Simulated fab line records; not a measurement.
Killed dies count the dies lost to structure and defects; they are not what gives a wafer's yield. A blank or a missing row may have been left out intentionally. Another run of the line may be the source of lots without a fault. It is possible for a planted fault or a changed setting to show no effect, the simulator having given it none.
Chamber matching + flow n5 finfet + N5_BEOL_M8_CURE_74 on uv cure-03 has 3 sister chambers
The step cures SiCOH lowk, time 240 s. 18 wafers are shown with their chamber, then 9 later ones without.

== EACH WAFER AND ITS CHAMBER ==
| wafer  | chamber | wafer_temp_C_max | lamp power pct (%) |
|--------|---------|------------------|--------------------|
| L076.2 | 2       | 387.6            | 52.25              |
| L076.3 | 2       | 387.2            | 52.33              |
| L076.6 | 2       | 387.7            | 52.39              |
| L078.1 | 2       | 387.2            | 52.22              |
| L078.3 | 2       | 387.1            | 52.34              |
| L078.6 | 2       | 388.3            | 52.24              |
| L079.2 | 1       | 386.6            | 52.35              |
| L079.3 | 1       | 387.6            | 52.27              |
| L079.5 | 1       | 386.6            | 52.38              |
| L083.1 | 0       | 385.8            | 52.31              |
| L083.2 | 0       | 385.7            | 52.30              |
| L083.3 | 0       | 385.5            | 52.46              |
| L089.2 | 0       | 385.9            | 52.34              |
| L089.3 | 0       | 385.6            | 52.29              |
| L089.5 | 0       | 386.2            | 52.28              |
| L090.1 | 1       | 386.5            | 52.18              |
| L090.3 | 1       | 387.3            | 52.31              |
| L090.6 | 1       | 386.6            | 52.32              |

SIGNATURES (averages over the wafers above)
| reading          | chamber 0 | chamber 1 | chamber 2 | scatter within a chamber |
|------------------|-----------|-----------|-----------|--------------------------|
| wafer_temp_C_max | 385.783   | 386.867   | 387.517   | 0.401                    |
| lamp power pct   | 52.3300   | 52.3017   | 52.2950   | 0.0683                   |
Rule: for each reading, subtract the chamber's mean from the wafer's reading, divide by that reading's scatter and square the result; add these up over the readings and take the root, which gives the wafer's distance from the chamber. If the next closest chamber is less than 2 further off than the closest, the wafer can't be placed; otherwise it belongs to the closest. The scatter: the root of (the sum of the squares of (reading less its chamber's mean) over the shown wafers, divided by (wafers less chambers)).

== WAFERS WITHOUT THEIR CHAMBER ==
| wafer  | wafer_temp_C_max | lamp power pct (%) |
|--------|------------------|--------------------|
| L092.2 | 386.8            | 52.28              |
| L092.3 | 387.5            | 52.36              |
| L092.6 | 386.6            | 52.31              |
| L094.3 | 387.3            | 52.22              |
| L094.5 | 387.3            | 52.25              |
| L094.6 | 387.6            | 52.27              |
| L096.3 | 387.2            | 52.36              |
| L096.4 | 387.2            | 52.29              |
| L096.5 | 386.5            | 52.36              |

== CHAMBER TAKEN BY EACH ==
| wafer  | from the rows above          | in truth |
|--------|------------------------------|----------|
| L092.2 | can't be placed: 1 or 2      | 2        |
| L092.3 | can't be placed: 2 or 1      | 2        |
| L092.6 | can't be placed: 1 or 0 or 2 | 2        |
| L094.3 | can't be placed: 2 or 1      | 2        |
| L094.5 | can't be placed: 2 or 1      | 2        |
| L094.6 | can't be placed: 2 or 1      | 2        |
| L096.3 | can't be placed: 1 or 2      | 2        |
| L096.4 | can't be placed: 2 or 1      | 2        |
| L096.5 | can't be placed: 1 or 0 or 2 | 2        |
Placed correctly: 0 of 9. From these rows, 9 cannot be placed; in 9 the true chamber is one of the candidates. Wrongly placed: 0.
